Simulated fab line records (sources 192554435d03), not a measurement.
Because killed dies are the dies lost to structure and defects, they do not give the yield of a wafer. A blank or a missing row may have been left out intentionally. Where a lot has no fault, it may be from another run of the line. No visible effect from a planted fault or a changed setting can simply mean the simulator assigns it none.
Matching of chambers ; flow n5Finfet ; 4 sister chambers for N5_SD_EPI_N_ETCH_35 on rieDiel-06
The step etches SOC in N2/H2, overetch 108 nm, time 486 s. 22 wafers are shown with their chamber, then 11 later ones without.

== EACH WAFER AND ITS CHAMBER ==
wafer;chamber;drypumpMotorCurrentA (A);showerheadPlenumPTorr (Torr);oesProductAu (a.u.)
L077.2;2;5.6;2.63;0.64
L077.5;3;5.7;2.55;0.70
L077.6;0;5.1;2.68;0.74
L078.1;3;5.7;2.55;0.70
L078.3;0;5.2;2.68;0.74
L078.5;3;5.7;2.55;0.70
L079.1;1;6.0;2.72;0.89
L079.2;0;5.2;2.67;0.73
L079.4;3;5.7;2.55;0.70
L080.1;3;5.7;2.55;0.70
L080.3;0;5.2;2.67;0.73
L080.4;1;6.0;2.72;0.87
L081.1;1;6.0;2.71;0.86
L081.3;0;5.1;2.67;0.74
L081.5;2;5.6;2.62;0.63
L083.1;3;5.7;2.55;0.69
L083.5;0;5.1;2.67;0.74
L083.6;3;5.7;2.55;0.69
L085.1;3;5.7;2.54;0.69
L085.4;1;6.1;2.71;0.84
L085.5;3;5.7;2.54;0.69
L089.1;0;5.1;2.67;0.72

SIGNATURES (means of the wafers above)
reading;chamber 0;chamber 1;chamber 2;chamber 3;scatter within a chamber
drypumpMotorCurrentA;5.143;6.025;5.600;5.700;0.037
showerheadPlenumPTorr;2.6729;2.7150;2.6250;2.5478;0.00499
oesProductAu;0.7343;0.8650;0.6350;0.6956;0.0104
Rule: a wafer lies at a distance from a chamber equal to the root of the sum of squares, over the readings, of (its reading less the chamber's mean, divided by the reading's scatter). The wafer belongs to the nearest chamber; if the next one is less than 2 further off, it can't be placed. How the scatter is found: for the shown wafers, subtract from each reading the mean of its chamber, square and add these, divide the total by (wafers less chambers), then take the root.

== WAFERS WITH NO CHAMBER GIVEN ==
wafer;drypumpMotorCurrentA (A);showerheadPlenumPTorr (Torr);oesProductAu (a.u.)
L089.2;5.6;2.62;0.62
L089.4;5.7;2.54;0.68
L092.2;5.6;2.61;0.62
L092.4;5.6;2.61;0.62
L092.6;6.1;2.71;0.81
L096.2;6.1;2.70;0.79
L096.3;5.7;2.53;0.67
L096.4;5.1;2.66;0.71
L097.1;5.1;2.66;0.71
L097.2;6.1;2.70;0.79
L097.6;5.2;2.66;0.71

== WHICH CHAMBER EACH WENT THROUGH ==
wafer;from the rows above;in truth
L089.2;2;2
L089.4;3;3
L092.2;2;2
L092.4;2;2
L092.6;1;1
L096.2;1;1
L096.3;3;3
L096.4;0;0
L097.1;0;0
L097.2;1;1
L097.6;0;0
Correct placement for 11 of the 11. Left unplaced by these rows: 0. Wrongly placed: 0.
